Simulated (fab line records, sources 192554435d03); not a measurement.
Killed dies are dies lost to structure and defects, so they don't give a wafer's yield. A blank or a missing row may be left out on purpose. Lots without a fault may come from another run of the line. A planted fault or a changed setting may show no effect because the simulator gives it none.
Split-lot experiment | flow n5_finfet | 7 lots, 39 wafers read, on a route of 1938 steps

THE SPLIT
At N5_BEOL_M14_ILD_DEP_00 (deposits SiO2 from TEOS/O2, target thk 1119.3 nm, time 237.4 s), the setting time_s was moved away from the recipe's 237.4 s on 12 of the 39 wafers read, by -44.8% to +52.5%. The other wafers ran this setting at the recipe's value.

FROM THE SPLIT TO THE READING: what the file shows between them, 10 steps
- N5_BEOL_M14_THK_MEAS_01
- N5_BEOL_M14_COAT_58: time 60 s, resist thk 89 nm
- N5_BEOL_M14_COAT_04: resist thk 800 nm
- N5_BEOL_M14_DESCUM_15: chemistry O2, time 7.9 s
- N5_BEOL_M14_ETCH_59: etches BARC in N2/H2, target depth 89 nm, overetch 26.7 nm, time 67.9 s
- N5_BEOL_M14_VIA_ETCH_16: etches SiO2 in C4F8/O2/Ar, target depth 1231.3 nm
- N5_BEOL_M14_STRIP_63: strips in O2
- N5_BEOL_M14_STRIP_64: strips in O2
- N5_BEOL_M14_STRIP_71: strips in post etch residue remover, time 60 s
- N5_BEOL_M14_SRD_72: time 30 s, dry time 30 s

THE READING
cd_nm, in nm, at N5_BEOL_M14_CD_MEAS_17 (target cd 250 nm). Fault-free wafers of this fab line usually give 250.7 nm, standard deviation 1.5 nm.

wafer  | tool, chamber at the split | time_s as run, s | against the recipe | cd_nm, nm | against lot-mates on the recipe
L074.1 | pecvd-03, 2                | 292.9            | +23.4%             | 253.1     | +1.0
L074.2 | pecvd-03, 1                | 292.9            | +23.4%             | 254.0     | +1.9
L074.3 | pecvd-03, 0                | 237.4            | recipe             | 252.8     | -
L074.4 | pecvd-03, 0                | 292.9            | +23.4%             | 253.8     | +1.7
L074.5 | pecvd-03, 2                | 237.4            | recipe             | 251.7     | -
L074.6 | pecvd-03, 1                | 237.4            | recipe             | 251.7     | -
L078.1 | pecvd-01, 1,2              | 237.4            | recipe             | 253.3     | -
L078.2 | pecvd-01, 2                | 237.4            | recipe             | 251.2     | -
L078.3 | pecvd-01, 0                | 237.4            | recipe             | 251.7     | -
L078.4 | pecvd-01, 1                | 237.4            | recipe             | 254.7     | -
L078.5 | pecvd-01, 0                | 237.4            | recipe             | 252.3     | -
L078.6 | pecvd-01, 1,2              | 237.4            | recipe             | 253.2     | -
L080.1 | pecvd-04, 0                | 237.4            | recipe             | 250.2     | -
L080.2 | pecvd-04, 2                | 237.4            | recipe             | 248.9     | -
L080.3 | pecvd-04, 1                | 237.4            | recipe             | 250.4     | -
L080.4 | pecvd-04, 1                | 237.4            | recipe             | 250.6     | -
L080.5 | pecvd-04, 0                | 237.4            | recipe             | 252.0     | -
L080.6 | pecvd-04, 2                | 237.4            | recipe             | 250.7     | -
L088.1 | pecvd-03, 0                | 237.4            | recipe             | 252.6     | -
L088.3 | pecvd-03, 2                | 237.4            | recipe             | 251.7     | -
L088.5 | pecvd-03, 0                | 237.4            | recipe             | 250.8     | -
L097.1 | pecvd-03, 2                | 362              | +52.5%             | 254.1     | +5.1
L097.2 | pecvd-03, 0                | 237.4            | recipe             | 248.8     | -
L097.3 | pecvd-03, 1                | 237.4            | recipe             | 248.5     | -
L097.4 | pecvd-03, 2                | 237.4            | recipe             | 249.8     | -
L097.5 | pecvd-03, 0                | 362              | +52.5%             | 254.9     | +5.9
L097.6 | pecvd-03, 1                | 362              | +52.5%             | 255.3     | +6.3
L089.1 | pecvd-01, 2                | 237.4            | recipe             | 250.0     | -
L089.2 | pecvd-01, 0                | 237.4            | recipe             | 249.8     | -
L089.3 | pecvd-01, 1                | 131              | -44.8%             | 243.3     | -6.3
L089.4 | pecvd-01, 2                | 237.4            | recipe             | 248.9     | -
L089.5 | pecvd-01, 0                | 131              | -44.8%             | 245.0     | -4.6
L089.6 | pecvd-01, 1                | 131              | -44.8%             | 245.0     | -4.6
L094.1 | pecvd-03, 1                | 358.9            | +51.2%             | 257.4     | +6.4
L094.2 | pecvd-03, 0                | 358.9            | +51.2%             | 257.7     | +6.7
L094.3 | pecvd-03, 2                | 237.4            | recipe             | 250.4     | -
L094.4 | pecvd-03, 0                | 237.4            | recipe             | 251.8     | -
L094.5 | pecvd-03, 1                | 358.9            | +51.2%             | 254.3     | +3.3
L094.6 | pecvd-03, 2                | 237.4            | recipe             | 250.8     | -
Where a row lists several chambers, the file gives one row for several wafers and doesn't say which wafer went through which chamber.

THE FIT
A straight line over all 39 wafers: cd_nm changes by +0.107 nm for each +1% of time_s; r = +0.86; the points scatter about the line by 1.5 nm.
The same after taking each lot's own level away (the mean of its wafers on the recipe; 39 wafers): +0.108 nm for each +1%; r = +0.95; scatter 0.91 nm.
On that fit, the largest move of time_s shifts the reading by 5.7 nm.
The lots' own levels span 249.03 to 252.73 nm, that is 2.5 times the standard deviation above.
So the lot-to-lot level changes the slope little: the two slopes agree.
Check: with one of the wafers moved furthest among these (+52.5%) left out of the fit, the line predicts +5.63 nm for it against its lot-mates. It came out at +5.07 nm against them.

OTHER SPLITS ON THESE WAFERS
These wafers also went through other splits before the reading. Each is held against what the fit with the lots' levels taken away leaves over:
other split on the same wafers      | wafers away from the commonest value | r with cd_nm (lot level and that fit taken away)
N5_BEOL_M10_ILD_DEP_00 target_thk_a | 15                                   | -0.12
N5_BEOL_M10_TRENCH_ETCH_37 time_s   | 15                                   | -0.04

THE WHOLE CHAIN: every reading that the file lists as answering this split, in the file's order
step                    | what it does                                                   | reading                                                                             | change (the file's fit)               | r (the file's)
N5_BEOL_M14_ILD_DEP_00  | deposits SiO2 from TEOS/O2, target thk 1119.3 nm, time 237.4 s | SiO2_of_BEOL_M14_ILD_DEP_00.thk_nm (the simulator's own value, which no gauge read) | +11.1 nm for each +1% of the setting  | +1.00
N5_BEOL_M14_THK_MEAS_01 |                                                                | M14_ILD_THK                                                                         | +11.1 for each +1% of the setting     | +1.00
N5_BEOL_M14_VIA_ETCH_16 | etches SiO2 in C4F8/O2/Ar, target depth 1231.3 nm              | etch.depth_nm (the simulator's own value, which no gauge read)                      | +11.1 nm for each +1% of the setting  | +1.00
N5_BEOL_M14_VIA_ETCH_16 | etches SiO2 in C4F8/O2/Ar, target depth 1231.3 nm              | coat_of_BEOL_M14_COAT_04.thk_nm (the simulator's own value, which no gauge read)    | -2.62 nm for each +1% of the setting  | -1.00
N5_BEOL_M14_CD_MEAS_17  | target cd 250 nm                                               | cd_nm                                                                               | +0.107 nm for each +1% of the setting | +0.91

THE FILE'S OWN FIT
cd_nm changes by +0.107 nm for each +1% of time_s, r = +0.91.
